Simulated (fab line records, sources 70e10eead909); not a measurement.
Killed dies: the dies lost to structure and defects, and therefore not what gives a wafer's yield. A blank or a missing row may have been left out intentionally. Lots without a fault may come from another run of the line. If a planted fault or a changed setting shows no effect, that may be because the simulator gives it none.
Which tool is to blame?    flow nandHarc    12 lots with 36 wafers sampled at 3 steps, on a route of 1302 steps

WHAT THE GAUGES READ, wafer by wafer
NHARC_A_CHANNEL_HOLE_D1_OVL_MEAS_11.
lot   measured      on          overlayXNm (nm)
L075  day 9 02:02   overlay-02  -0.1 -0.1 0.4
L077  day 9 14:35   overlay-02  -1.3 -0.5 -0.6
L079  day 10 09:58  overlay-01  1.2 1.3 1.6
L081  day 11 02:11  overlay-01  0.1 0.0 0.0
L083  day 12 12:29  overlay-02  -0.2 0.3 0.6
L085  day 13 03:56  overlay-02  -1.1 -0.5 -1.0
L087  day 13 16:03  overlay-01  1.2 1.3 1.2
L088  day 14 14:32  overlay-02  -1.5 -0.2 -0.9
L091  day 15 05:39  overlay-01  -0.1 0.6 0.3
L093  day 16 06:13  overlay-02  -0.6 -0.2 -0.4
L094  day 17 14:58  overlay-02  0.0 0.2 0.5
L097  day 18 01:26  overlay-01  1.9 1.1 1.5

WHAT TOOL EACH LOT RAN ON (gives the tool, then ch and the chambers of the sampled wafers, and finally the start)
lot   NHARC_P_BONDPAD_DEGAS_25     NHARC_P_BONDPAD_PRE_CLEAN_26
L075  pvdSputter-02, day 7 06:41   pvdSputter-02, day 9 02:02 or earlier
L077  pvdSputter-02, day 7 19:59   pvdSputter-02, day 9 14:35 or earlier
L079  pvdSputter-02, day 8 11:54   pvdSputter-02, day 10 09:58 or earlier
L081  pvdSputter-01, day 9 12:13   pvdSputter-01, day 11 02:11 or earlier
L083  pvdSputter-02, day 10 19:58  pvdSputter-02, day 12 12:29 or earlier
L085  pvdSputter-02, day 11 06:23  pvdSputter-02, day 13 03:56 or earlier
L087  pvdSputter-01, day 11 22:04  pvdSputter-01, day 13 16:03 or earlier
L088  pvdSputter-01, day 12 17:40  pvdSputter-01, day 14 14:32 or earlier
L091  pvdSputter-01, day 13 11:58  pvdSputter-01, day 15 05:39 or earlier
L093  pvdSputter-01, day 14 13:05  pvdSputter-01, day 16 06:13 or earlier
L094  pvdSputter-02, day 15 17:22  pvdSputter-02, day 17 14:58 or earlier
L097  pvdSputter-02, day 16 00:20  pvdSputter-02, day 18 01:26 or earlier
- NHARC_P_BONDPAD_DEGAS_25: time 60 s.
- NHARC_P_BONDPAD_PRE_CLEAN_26: time 30 s.

THE ANSWER, worked out from the rows above alone
Rule: the usual values come from the lots themselves. Put in order of their means at a reading, lots are off if they are a third of the lots or fewer, leave a main group of 4 or more, and stand apart from it by a gap of 3 or more times the standard deviation of the main group's means; of several such gaps the widest counts. Not used: any main group whose means are identical at the precision the tables above print for the reading. Also off: a lot with no number at a reading for which 4 or more lots have one. The other lots that the step has rows for count as sound.
Across all readings shown, no lot is off: no conclusion can be drawn from this.

WHAT WAS PUT IN BY THE SIMULATOR
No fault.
